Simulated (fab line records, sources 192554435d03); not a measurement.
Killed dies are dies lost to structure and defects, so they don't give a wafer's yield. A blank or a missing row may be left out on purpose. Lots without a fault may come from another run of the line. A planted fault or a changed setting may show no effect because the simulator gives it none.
Problem report in the 8D (eight disciplines) form, filled by code | flow n5_finfet | the parts of the form that need people (team, actions taken, sign-off) are left out

1. THE PROBLEM
cd_nm at N5_BEOL_M0_SAQP_CD_MEAS_14 reads a mean of 39.6 nm on 9 wafers of 3 lots; wafers without a fault read 42.5 nm with a standard deviation of 0.35. That is -8.3 standard deviations from the usual mean.
The step: target cd 42.5 nm.
First seen on wafer L902.1, day 6 12:25, on cd_sem-02. The record holds 30 wafers of 10 lots with a number at this step. Rule for "out", or "out of limits": more than 4 standard deviations from the usual mean. The other wafers with a number count as sound.

2. WHAT IT IS AND WHAT IT IS NOT
question                    | is                     | is not
which readings at this step | cd_nm                  | -
which lots                  | L902, L903, L904       | L898, L899, L910, L914, L917, L918, L921
which wafers of those lots  | all that have a number | -
read on which gauges        | cd_sem-02, cd_sem-03   | cd_sem-01
when                        | from day 6 12:25       | up to then (6 sound wafers); but 15 sound wafers of L910, L914, L917, L918, L921 came after

3. SUSPECTS, AND WHAT RULES EACH OUT
Counting: a tool at a process step up to the reading stays a suspect if it ran every lot that is out and no sound lot after the first of them.
- the gauge at N5_BEOL_M0_SAQP_CD_MEAS_14: ruled out. The wafers that are out were read on 2 gauges (cd_sem-02, cd_sem-03).
- litho_track-01 at N5_BEOL_M0_SAQP_PEB_12 (peb time 60 s): ruled out as a lasting fault. Sound lots L914, L918, L921 ran on it after its first lot that is out, L902 (day 6 12:21).
Left after counting: nothing in the record.

4. THE CAUSE (what the simulator had put in)
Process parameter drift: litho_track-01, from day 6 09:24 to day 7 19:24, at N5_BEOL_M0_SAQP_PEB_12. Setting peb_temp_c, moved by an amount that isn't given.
Counting ruled it out, wrongly: the rule takes a fault to strike every lot that its tool runs from its start on, and this one did not.

5. THE CHAIN OF EFFECTS, in route order
Each row: a reading whose mean over the struck wafers that have a number lies more than 3 standard deviations from the usual. Only readings for which the record gives a usual standard deviation are gone through. hours: the time from each lot's start at the first step in this table that gives one to its start at this step, as a median over the lots. sigmas: the change in usual standard deviations.
hours | step                       | reading | usual   | on struck wafers | change | sigmas
0     | N5_BEOL_M0_SAQP_CD_MEAS_14 | cd_nm   | 42.5 nm | 39.6             | -2.9   | -8.3
Later measuring or inspecting steps at which every struck wafer that the step has a row for has a number for every such reading, and none has moved that far: N5_BEOL_M4_RC_MEAS_101.

6. WHAT WOULD HAVE CAUGHT IT SOONER
In this record the first reading out of limits at a measuring or inspecting step was taken at day 6 12:25, 3 hours after the fault began at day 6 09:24.
